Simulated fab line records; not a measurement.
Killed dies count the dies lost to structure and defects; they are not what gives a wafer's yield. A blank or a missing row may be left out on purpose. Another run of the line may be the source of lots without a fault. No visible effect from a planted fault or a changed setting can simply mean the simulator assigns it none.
fab line records	flow nand_harc	part 1 of 2: steps 1 to 25 of 34
record lots=5	wafers=15	last_day=23
route steps=1159 shown A_M0@1016 A_M1@1026
lots untouched by any fault: they come from a run of this same line in which no faults occurred
start_h: hours from the record's first day to the start of the lot's first wafer shown	wait_h: hours from the lot's prior step to this one	" identical to the entry in the row above	L1.1+2: several wafers, shown together as one row	- no value present, or no start provided	* or withheld: withheld	< > ~ a bound
route shown NAME@n: a module of which the file shows steps, and the number in the route of the first	usual: the fault-free wafers' mean and standard deviation	same: alike in all rows	chamber/n: place in a boat	sites: readings site by site	_std_site: their standard deviation	_edge_site: inner sites' mean taken away from outer sites' mean	radius_mm: for every site, how far away it sits from the centre of the wafer	mask NAME#n: copy n	behind: tool/chamber where the wafer was last shaped	hold: why the lot went on hold/how many hours it stayed there/how the hold came to an end	device: whichever transistor did not switch (one of n, p or np)	end of line: at the end of the route, the tests of the same wafers	where a step has no rows: the recipe by itself	killed: not the wafer's yield, but the dies lost to structure and defects at the first sort	map: shows each die of a wafer: x if killed, . if not, _ if none is there
set.NAME: the setting that was run; set.NAME@STEP: the one run at that earlier step	model.NAME: the simulator's own value behind a step, which no gauge read
lots at selected steps of the route; one table per step, one row per wafer
services: from which hour (start_h, from the record's first day; less than 0 if before it) a tool's chamber was out of use, for how many hours, and why
## steps
# step NHARC_A_M0_PVD_21
# recipe target_thk_a=300	chamber_pressure_pa=5	power_w=5000	substrate_temp_c=30	time_s=20.49	material=Cu
# usual throttle_valve_pct=30.1/0.7
lot.wafer	tool	chamber	start_h	wait_h	throttle_valve_pct
L076.3	pvd_sputter-03	-	-	-	28.5
L076.2	"	-	"	"	30.0
L076.5	"	-	"	"	28.6
L077.2	pvd_sputter-01	-	-	-	30.5
L077.4	"	-	"	"	30.3
L077.1	"	-	"	"	31.2
L085.4	pvd_sputter-03	-	-	-	28.6
L085.6	"	-	"	"	28.8
L085.5	"	-	"	"	30.9
L089.2	pvd_sputter-01	-	-	-	30.4
L089.3	"	-	"	"	31.3
L089.6	"	-	"	"	30.1
L092.4	pvd_sputter-02	-	-	-	30.1
L092.1	"	-	"	"	29.1
L092.2	"	-	"	"	30.6
# step NHARC_A_M0_ECD_22
# recipe target_thk_a=4000	bath_temp_c=25	material=Cu
# usual bath_temp_c=24.99/0.11
lot.wafer	tool	chamber	start_h	wait_h	bath_temp_c
L076.2	ecd_cu-01	0	411.08	-	24.90
L076.3	"	0	"	"	25.03
L076.5	"	0	"	"	25.04
L077.1	ecd_cu-02	0	426.20	-	24.88
L077.2	"	1	"	"	24.92
L077.4	"	1	"	"	24.99
L085.4	ecd_cu-02	1	459.21	-	24.97
L085.5	"	0	"	"	24.99
L085.6	"	1	"	"	25.15
L089.2	ecd_cu-01	1	497.25	-	24.87
L089.3	"	1	"	"	25.04
L089.6	"	1	"	"	24.88
L092.1	ecd_cu-01	1	519.04	-	24.99
L092.2	"	0	"	"	25.13
L092.4	"	0	"	"	24.97
# step NHARC_A_M0_ANNEAL_30
# recipe temp_c=225	time_s=90
# usual wafer_temp_C_max=226.0/0.34
lot.wafer	tool	chamber	start_h	wait_h	wafer_temp_C_max
L076.2	rtp_anneal-02	0	411.50	-	225.5
L076.3	"	0	"	"	225.8
L076.5	"	0	"	"	225.6
L077.1	rtp_anneal-01	0	426.57	-	226.1
L077.2	"	0	"	"	225.8
L077.4	"	0	"	"	226.1
L085.4	rtp_anneal-02	0	459.59	0.3	225.9
L085.5	"	0	"	"	226.0
L085.6	"	0	"	"	225.9
L089.2	rtp_anneal-01	0	497.63	-	226.9
L089.3	"	0	"	"	225.8
L089.6	"	0	"	"	226.1
L092.1	rtp_anneal-02	0	519.42	-	225.9
L092.2	"	0	"	"	225.9
L092.4	"	0	"	"	226.1
# step NHARC_A_M0_CMP_23
# recipe t_overpolish_s=20	target_thk_nm=113.75
# usual edge_zone_pressure_frac=1.000/0.0046	motor_current_A=12.6/1.4	time_to_endpoint_s=27.9/2.9
lot.wafer	tool	chamber	start_h	wait_h	edge_zone_pressure_frac	motor_current_A	time_to_endpoint_s
L076.2	cmp-01	0	411.80	-	0.997	12.4	28.2
L076.3	"	1	"	"	1.004	13.5	29.4
L076.5	"	0	"	"	0.998	12.9	27.3
L077.1	cmp-01	2	426.92	-	1.000	11.7	32.3
L077.4	"	0	"	"	1.000	13.0	28.6
L077.2	"	1	"	"	0.993	13.8	30.1
L085.4	cmp-03	1	459.79	-	0.999	13.1	24.3
L085.5	"	1	"	"	1.006	13.1	23.5
L085.6	"	2	"	"	0.997	10.7	31.9
L089.3	cmp-01	3	497.95	-	1.004	14.5	28.4
L089.2	"	0	"	"	0.994	12.9	24.3
L089.6	"	3	"	"	1.003	14.2	29.8
L092.2	cmp-02	0	519.79	-	1.003	12.6	32.1
L092.4	"	1	"	"	0.994	12.2	23.2
L092.1	"	2	"	"	0.998	12.0	32.2
# step NHARC_A_M0_THK_MEAS_24
# recipe thk_meas_gauge=xrf
# usual thk_nm=113.7/1.6
lot.wafer	tool	chamber	start_h	wait_h	thk_nm
L076.2	film_metro-01	-	412.11	-	113.3
L076.3	"	-	"	"	112.9
L076.5	"	-	"	"	113.7
L077.1	film_metro-01	-	427.23	-	115.8
L077.2	"	-	"	"	112.1
L077.4	"	-	"	"	109.5
L085.4	film_metro-01	-	460.11	-	113.1
L085.5	"	-	"	"	112.8
L085.6	"	-	"	"	114.2
L089.2	film_metro-01	-	498.25	-	111.6
L089.3	"	-	"	"	113.2
L089.6	"	-	"	"	114.0
L092.1	film_metro-01	-	520.07	-	114.3
L092.2	"	-	"	"	113.4
L092.4	"	-	"	"	111.8
# step NHARC_A_M0_SRD_25
lot.wafer	tool	chamber	start_h	wait_h
L076.2+3+5	wet_bench-10	6,0,2	412.15	0.0
L077.1+2+4	wet_bench-08	0,1,2	427.29	0.1
L085.4+5+6	wet_bench-08	3,4,0	460.15	0.0
L089.2+3+6	wet_bench-10	0,1,2	498.29	0.0
L092.1+4+2	wet_bench-08	5,0,2	520.11	0.0
# step NHARC_A_M0_INSPECT_27
# usual raw_defect_count=428/100
lot.wafer	tool	chamber	start_h	wait_h	raw_defect_count
L076.2	defect_inspect-01	-	412.27	0.0	381
L076.3	"	-	"	"	349
L076.5	"	-	"	"	331
L077.1	defect_inspect-01	-	427.39	0.0	489
L077.2	"	-	"	"	292
L077.4	"	-	"	"	363
L085.4	defect_inspect-01	-	460.27	0.0	290
L085.5	"	-	"	"	336
L085.6	"	-	"	"	308
L089.2	defect_inspect-01	-	498.40	0.0	381
L089.3	"	-	"	"	521
L089.6	"	-	"	"	502
L092.1	defect_inspect-02	-	520.23	0.0	334
L092.2	"	-	"	"	439
L092.4	"	-	"	"	376
# step NHARC_A_M0_PRE_CLEAN_31
# recipe time_s=12	temp_c=370	rf_power_w=300	gas=NH3
# usual heater_power_w=636/88
lot.wafer	tool	chamber	start_h	wait_h	heater_power_w
L076.2	pecvd-04	1	412.34	0.1	782
L076.3	"	2	"	"	567
L076.5	"	2	"	"	564
L077.1	pecvd-03	1	427.57	0.2	529
L077.2	"	2	"	"	668
L077.4	"	0	"	"	666
L085.4	pecvd-04	2	460.69	0.4	522
L085.6	"	0	"	"	696
L085.5	"	1	"	"	686
L089.3	pecvd-01	0	498.49	0.1	605
L089.2	"	1	"	"	585
L089.6	"	2	"	"	584
L092.2	pecvd-04	0	521.41	1.2	717
L092.1	"	1	"	"	774
L092.4	"	2	"	"	515
# step NHARC_A_M0_DEP_32
# recipe target_thk_a=300	temp_c=370	target_thk_nm=30	pressure_torr=3	flow_sccm=200	rf_w=450	material=SiCN
# usual heater_power_w=588/98	showerhead_vpp_V=1318/66
lot.wafer	tool	chamber	start_h	wait_h	heater_power_w	showerhead_vpp_V
L076.2	pecvd-04	1	412.42	0.1	740	1312
L076.3	"	2	"	"	512	1317
L076.5	"	2	"	"	510	1347
L077.1	pecvd-03	1	427.65	0.1	504	1184
L077.2	"	2	"	"	764	1265
L077.4	"	0	"	"	586	1330
L085.4	pecvd-04	2	460.86	0.2	449	1324
L085.6	"	0	"	"	619	1355
L085.5	"	1	"	"	733	1290
L089.3	pecvd-01	0	498.59	0.1	544	1286
L089.2	"	1	"	"	564	1377
L089.6	"	2	"	"	548	1436
L092.2	pecvd-04	0	521.49	0.1	645	1376
L092.1	"	1	"	"	719	1299
L092.4	"	2	"	"	474	1332
# step NHARC_A_M1_DEP_00
# recipe target_thk_a=1825	target_thk_nm=182.5	temp_c=withheld	pressure_torr=5	flow_sccm=200	rf_w=600	material=SiOC
# usual showerhead_vpp_V=1535/66
lot.wafer	tool	chamber	start_h	wait_h	showerhead_vpp_V
L076.3	pecvd-01	0	412.83	-	1475
L076.2	"	1	"	"	1573
L076.5	"	2	"	"	1651
L077.2	pecvd-04	2	428.08	-	1562
L077.1	"	0	"	"	1592
L077.4	"	0	"	"	1573
L085.4	pecvd-04	0	-	-	1574
L085.6	"	1	"	"	1502
L085.5	"	2	"	"	1535
L089.2	pecvd-03	1	498.96	-	1382
L089.3	"	2	"	"	1443
L089.6	"	0	"	"	1549
L092.2	pecvd-04	0	-	-	1576
L092.1	"	2	"	"	1535
L092.4	"	1	"	"	1485
# step NHARC_A_M1_DEHYDRATE_01
# recipe temp_c=150	time_s=120
# usual chill_plate_temp_C=23.00/0.1
lot.wafer	tool	chamber	start_h	wait_h	chill_plate_temp_C
L076.2	litho_track-01	0	413.23	-	23.05
L076.3	"	0	"	"	23.22
L076.5	"	0	"	"	23.32
L077.1	litho_track-06	0	428.47	-	22.96
L077.2	"	0	"	"	22.66
L077.4	"	0	"	"	22.85
L085.4	litho_track-06	0	461.56	-	23.17
L085.5	"	0	"	"	23.04
L085.6	"	0	"	"	23.09
L089.2	litho_track-04	0	499.37	-	22.91
L089.3	"	0	"	"	22.98
L089.6	"	0	"	"	23.06
L092.1	litho_track-01	0	522.43	-	22.90
L092.2	"	0	"	"	23.00
L092.4	"	0	"	"	22.89
# step NHARC_A_M1_HMDS_02
# recipe time_s=30
# usual chill_plate_temp_C=22.97/0.1
lot.wafer	tool	chamber	start_h	wait_h	chill_plate_temp_C
L076.2	litho_track-01	0	-	-	23.05
L076.3	"	0	"	"	22.82
L076.5	"	0	"	"	22.75
L077.1	litho_track-06	0	-	-	22.98
L077.2	"	0	"	"	22.96
L077.4	"	0	"	"	22.97
L085.4	litho_track-06	0	-	-	22.84
L085.5	"	0	"	"	23.10
L085.6	"	0	"	"	22.95
L089.2	litho_track-04	0	-	-	22.99
L089.3	"	0	"	"	23.03
L089.6	"	0	"	"	23.04
L092.1	litho_track-01	0	-	-	22.96
L092.2	"	0	"	"	23.05
L092.4	"	0	"	"	22.97
# step NHARC_A_M1_COAT_34
# recipe temp_c=200	time_s=65
# usual chill_plate_temp_C=23.02/0.096
lot.wafer	tool	chamber	start_h	wait_h	chill_plate_temp_C
L076.2	litho_track-01	0	-	-	23.15
L076.3	"	0	"	"	22.93
L076.5	"	0	"	"	22.85
L077.1	litho_track-06	0	-	-	23.01
L077.2	"	0	"	"	23.08
L077.4	"	0	"	"	23.09
L085.4	litho_track-06	0	-	-	22.98
L085.5	"	0	"	"	22.99
L085.6	"	0	"	"	23.09
L089.2	litho_track-04	0	-	-	22.89
L089.3	"	0	"	"	23.03
L089.6	"	0	"	"	22.99
L092.1	litho_track-01	0	-	-	22.96
L092.2	"	0	"	"	23.11
L092.4	"	0	"	"	22.89
# step NHARC_A_M1_COAT_03
# recipe spin_rpm=1500	resist_thk_nm=90
# usual chill_plate_temp_C=23.00/0.1
lot.wafer	tool	chamber	start_h	wait_h	chill_plate_temp_C
L076.2	litho_track-01	0	-	-	22.82
L076.3	"	0	"	"	22.84
L076.5	"	0	"	"	22.96
L077.1	litho_track-06	0	-	-	23.06
L077.2	"	0	"	"	22.94
L077.4	"	0	"	"	22.97
L085.4	litho_track-06	0	-	-	23.03
L085.5	"	0	"	"	23.06
L085.6	"	0	"	"	22.95
L089.2	litho_track-04	0	-	-	22.92
L089.3	"	0	"	"	23.10
L089.6	"	0	"	"	22.99
L092.1	litho_track-01	0	-	-	22.88
L092.2	"	0	"	"	22.85
L092.4	"	0	"	"	22.83
# step NHARC_A_M1_SOFTBAKE_04
# recipe temp_c=105	time_s=55
# usual chill_plate_temp_C=23.02/0.11
lot.wafer	tool	chamber	start_h	wait_h	chill_plate_temp_C
L076.2	litho_track-01	0	-	-	22.95
L076.3	"	0	"	"	23.15
L076.5	"	0	"	"	22.91
L077.1	litho_track-06	0	-	-	23.04
L077.2	"	0	"	"	23.09
L077.4	"	0	"	"	23.18
L085.4	litho_track-06	0	-	-	22.89
L085.5	"	0	"	"	22.82
L085.6	"	0	"	"	23.01
L089.2	litho_track-04	0	-	-	22.95
L089.3	"	0	"	"	22.99
L089.6	"	0	"	"	23.11
L092.1	litho_track-01	0	-	-	23.18
L092.2	"	0	"	"	23.18
L092.4	"	0	"	"	23.14
# step NHARC_A_M1_EBR_05
# usual chill_plate_temp_C=23.02/0.1
lot.wafer	tool	chamber	start_h	wait_h	chill_plate_temp_C
L076.2	litho_track-01	0	-	-	22.84
L076.3	"	0	"	"	22.93
L076.5	"	0	"	"	22.83
L077.1	litho_track-06	0	-	-	23.05
L077.2	"	0	"	"	23.13
L077.4	"	0	"	"	23.11
L085.4	litho_track-06	0	-	-	23.12
L085.5	"	0	"	"	23.02
L085.6	"	0	"	"	23.06
L089.2	litho_track-04	0	-	-	23.03
L089.3	"	0	"	"	22.93
L089.6	"	0	"	"	22.96
L092.1	litho_track-01	0	-	-	23.12
L092.2	"	0	"	"	23.06
L092.4	"	0	"	"	23.00
# step NHARC_A_M1_EXPOSE_06
# recipe na=1.35	target_cd_nm=120	dose_mj=75.13	mask_id=A_M1
lot.wafer	tool	chamber	start_h	wait_h	mask
L076.2+3+5	arfi_scanner-01	0	413.53	-	A_M1#0
L077.1+2+4	arfi_scanner-01	0	428.76	-	A_M1#0
L085.4+5+6	arfi_scanner-02	0	461.87	-	A_M1#0
L089.2+3+6	arfi_scanner-02	0	499.66	-	A_M1#0
L092.1+2+4	arfi_scanner-03	0	522.59	-	A_M1#0
# step NHARC_A_M1_PEB_07
# recipe peb_temp_c=100	peb_time_s=65
# usual chill_plate_temp_C=23.01/0.11
lot.wafer	tool	chamber	start_h	wait_h	chill_plate_temp_C
L076.2	litho_track-06	0	413.58	0.1	23.19
L076.3	"	0	"	"	23.02
L076.5	"	0	"	"	23.17
L077.1	litho_track-04	0	428.82	0.1	23.03
L077.2	"	0	"	"	22.98
L077.4	"	0	"	"	23.07
L085.4	litho_track-06	0	461.92	0.0	23.12
L085.5	"	0	"	"	23.09
L085.6	"	0	"	"	22.94
L089.2	litho_track-01	0	499.72	0.1	22.98
L089.3	"	0	"	"	23.17
L089.6	"	0	"	"	22.94
L092.1	litho_track-04	0	522.65	0.1	22.86
L092.2	"	0	"	"	23.04
L092.4	"	0	"	"	22.93
# step NHARC_A_M1_DEVELOP_08
# recipe develop_time_s=35	dev_temp_c=23
# usual chill_plate_temp_C=23.01/0.1
lot.wafer	tool	chamber	start_h	wait_h	chill_plate_temp_C
L076.2	litho_track-06	0	-	-	23.03
L076.3	"	0	"	"	22.94
L076.5	"	0	"	"	22.99
L077.1	litho_track-04	0	-	-	22.91
L077.2	"	0	"	"	23.19
L077.4	"	0	"	"	22.96
L085.4	litho_track-06	0	-	-	22.89
L085.5	"	0	"	"	23.03
L085.6	"	0	"	"	23.05
L089.2	litho_track-01	0	-	-	23.29
L089.3	"	0	"	"	23.03
L089.6	"	0	"	"	23.11
L092.1	litho_track-04	0	-	-	22.97
L092.2	"	0	"	"	23.05
L092.4	"	0	"	"	23.16
# step NHARC_A_M1_CD_MEAS_09
# recipe target_cd_nm=120	landing_energy_ev=500
# usual cd_nm=119.3/0.7
lot.wafer	tool	chamber	start_h	wait_h	cd_nm
L076.2	cd_sem-03	0	413.66	-	119.1
L076.3	"	0	"	"	120.4
L076.5	"	0	"	"	121.0
L077.1	cd_sem-01	0	428.90	-	120.2
L077.2	"	0	"	"	120.4
L077.4	"	0	"	"	118.9
L085.4	cd_sem-03	0	462.00	-	120.2
L085.5	"	0	"	"	120.2
L085.6	"	0	"	"	119.1
L089.2	cd_sem-01	0	499.80	-	119.7
L089.3	"	0	"	"	119.2
L089.6	"	0	"	"	120.3
L092.1	cd_sem-03	0	522.74	-	119.8
L092.2	"	0	"	"	118.8
L092.4	"	0	"	"	118.8
# step NHARC_A_M1_OVL_MEAS_10
# recipe pitch_nm=240
# usual overlay_x_nm=-0.1/0.74	overlay_y_nm=0.0/0.71
lot.wafer	tool	chamber	start_h	wait_h	overlay_x_nm	overlay_y_nm
L076.2	overlay-01	-	413.75	-	-0.1	-0.8
L076.3	"	-	"	"	-0.2	-0.6
L076.5	"	-	"	"	-0.6	-1.0
L077.1	overlay-02	-	428.99	-	0.0	1.8
L077.2	"	-	"	"	0.2	1.9
L077.4	"	-	"	"	-0.2	1.6
L085.4	overlay-01	-	462.08	-	-0.3	-0.9
L085.5	"	-	"	"	-0.2	-0.4
L085.6	"	-	"	"	-0.3	-0.7
L089.2	overlay-02	-	499.90	-	-0.5	-0.2
L089.3	"	-	"	"	-0.8	-0.4
L089.6	"	-	"	"	-0.2	-0.3
L092.1	overlay-01	-	522.83	-	0.5	1.5
L092.2	"	-	"	"	0.4	1.1
L092.4	"	-	"	"	0.1	1.2
# step NHARC_A_M1_INSPECT_11
# usual raw_defect_count=33/14
lot.wafer	tool	chamber	start_h	wait_h	raw_defect_count
L076.2	defect_inspect-02	-	413.79	0.0	34
L076.3	"	-	"	"	22
L076.5	"	-	"	"	47
L077.1	defect_inspect-02	-	429.03	0.0	34
L077.2	"	-	"	"	26
L077.4	"	-	"	"	36
L085.4	defect_inspect-01	-	462.12	0.0	47
L085.5	"	-	"	"	45
L085.6	"	-	"	"	52
L089.2	defect_inspect-02	-	499.94	0.0	65
L089.3	"	-	"	"	59
L089.6	"	-	"	"	59
L092.1	defect_inspect-02	-	522.87	0.0	44
L092.2	"	-	"	"	27
L092.4	"	-	"	"	40
# step NHARC_A_M1_DESCUM_14
# recipe time_s=3	o2_flow_sccm=200	ar_flow_sccm=0	bias_power_w=0	chemistry=O2
# usual drypump_motor_current_A=5.8/0.53	oes_product_au=1.001/0.011	rf_vpp_V=57.8/0.89	showerhead_plenum_p_Torr=1.92/0.071	throttle_valve_pct=11.311/0.0082
# same bias_power_w=0
lot.wafer	tool	chamber	start_h	wait_h	drypump_motor_current_A	oes_product_au	rf_hours_counter_h	rf_vpp_V	showerhead_plenum_p_Torr	throttle_valve_pct
L076.2	rie_diel-09	0	413.86	0.1	5.6	1.001	7	56.9	1.80	11.303
L076.3	"	2	"	"	6.5	0.994	9	57.2	1.88	11.317
L076.5	"	3	"	"	5.7	1.000	-	58.1	2.02	11.309
L077.1	rie_diel-10	1	429.10	0.1	5.8	1.003	2	57.7	1.96	11.311
L077.2	"	2	"	"	5.0	1.040	2	58.3	1.84	11.292
L077.4	"	3	"	"	5.4	0.997	2	59.0	2.06	11.308
L085.6	rie_diel-12	2	462.21	0.1	5.0	0.991	-	57.8	1.88	11.302
L085.5	"	3	"	"	6.2	0.995	-	58.0	1.89	11.302
L085.4	"	1	"	"	6.5	0.987	-	56.7	1.99	11.316
L089.3	rie_diel-09	0	500.00	0.1	5.5	1.010	4	57.4	1.80	11.315
L089.2	"	2	"	"	6.5	1.007	4	57.9	1.88	11.306
L089.6	"	0	"	"	5.5	1.006	-	55.4	1.80	11.312
L092.2	rie_diel-12	3	522.93	0.1	6.2	0.990	10	58.2	1.89	11.321
L092.4	"	0	"	"	6.0	1.004	11	57.5	1.96	11.313
L092.1	"	1	"	"	6.5	0.999	12	58.3	1.98	11.320
# step NHARC_A_M1_ETCH_35
# recipe target_depth_a=400	overetch_a=120	time_s=43.94	ion_energy_ev=200	n2_flow_sccm=150	h2_flow_sccm=150	ar_flow_sccm=0	rf_w=400	bias_w=150	chemistry=N2/H2
# usual drypump_motor_current_A=5.8/0.53	oes_product_au=1.002/0.0094	rf_vpp_V=430.7/2.2	showerhead_plenum_p_Torr=2.05/0.077	throttle_valve_pct=14.171/0.0084
lot.wafer	tool	chamber	start_h	wait_h	drypump_motor_current_A	oes_product_au	rf_hours_counter_h	rf_vpp_V	showerhead_plenum_p_Torr	throttle_valve_pct
L076.2	rie_diel-09	2	413.95	0.1	6.5	0.996	9	429.6	2.01	14.155
L076.3	"	3	"	"	5.7	1.016	9	433.5	2.15	14.181
L076.5	"	2	"	"	6.5	0.997	-	429.5	2.01	14.171
L077.1	rie_diel-10	3	429.17	0.1	5.4	1.003	2	434.4	2.20	14.162
L077.2	"	0	"	"	5.1	0.999	1	426.0	1.93	14.171
L077.4	"	1	"	"	5.8	1.004	2	432.9	2.09	14.164
L085.5	rie_diel-12	1	462.30	0.1	6.5	0.992	-	431.9	2.12	14.162
L085.6	"	2	"	"	5.0	0.997	-	429.7	2.00	14.180
L085.4	"	3	"	"	6.3	0.997	-	430.9	2.01	14.183
L089.3	rie_diel-09	2	500.09	0.1	6.5	1.000	4	429.8	2.01	14.185
L089.2	"	0	"	"	5.5	1.009	4	427.7	1.91	14.162
L089.6	"	2	"	"	6.5	1.011	-	428.6	2.01	14.168
L092.1	rie_diel-12	0	523.01	0.1	6.0	1.007	11	431.7	2.09	14.181
L092.4	"	1	"	"	6.5	1.001	13	432.6	2.12	14.165
L092.2	"	2	"	"	5.0	1.006	12	429.1	2.00	14.156
# step NHARC_A_M1_ETCH_15
# recipe target_depth_a=1825	time_s=91.2	c4f8_flow_sccm=withheld	ar_flow_sccm=400	rf_w=600	bias_w=300	chemistry=C4F8/Ar
# usual oes_product_au=0.950/0.024	rf_vpp_V=441.0/2.3
lot.wafer	tool	chamber	start_h	wait_h	oes_product_au	rf_hours_counter_h	rf_vpp_V
L076.3	rie_diel-09	2	-	-	0.922	9	440.9
L076.2	"	3	"	"	0.941	9	443.7
L076.5	"	0	"	"	0.936	-	437.3
L077.1	rie_diel-10	2	-	-	0.952	2	438.3
L077.4	"	3	"	"	0.927	2	444.8
L077.2	"	0	"	"	0.931	1	438.0
L085.6	rie_diel-12	2	-	-	0.916	-	439.1
L085.5	"	3	"	"	0.923	-	438.9
L085.4	"	1	"	"	0.928	-	443.8
L089.2	rie_diel-09	1	-	-	0.959	4	441.4
L089.3	"	0	"	"	0.967	4	438.0
L089.6	"	1	"	"	0.968	-	441.4
L092.4	rie_diel-12	3	-	-	0.919	10	439.8
L092.2	"	1	"	"	0.937	13	443.9
L092.1	"	2	"	"	0.928	12	440.5
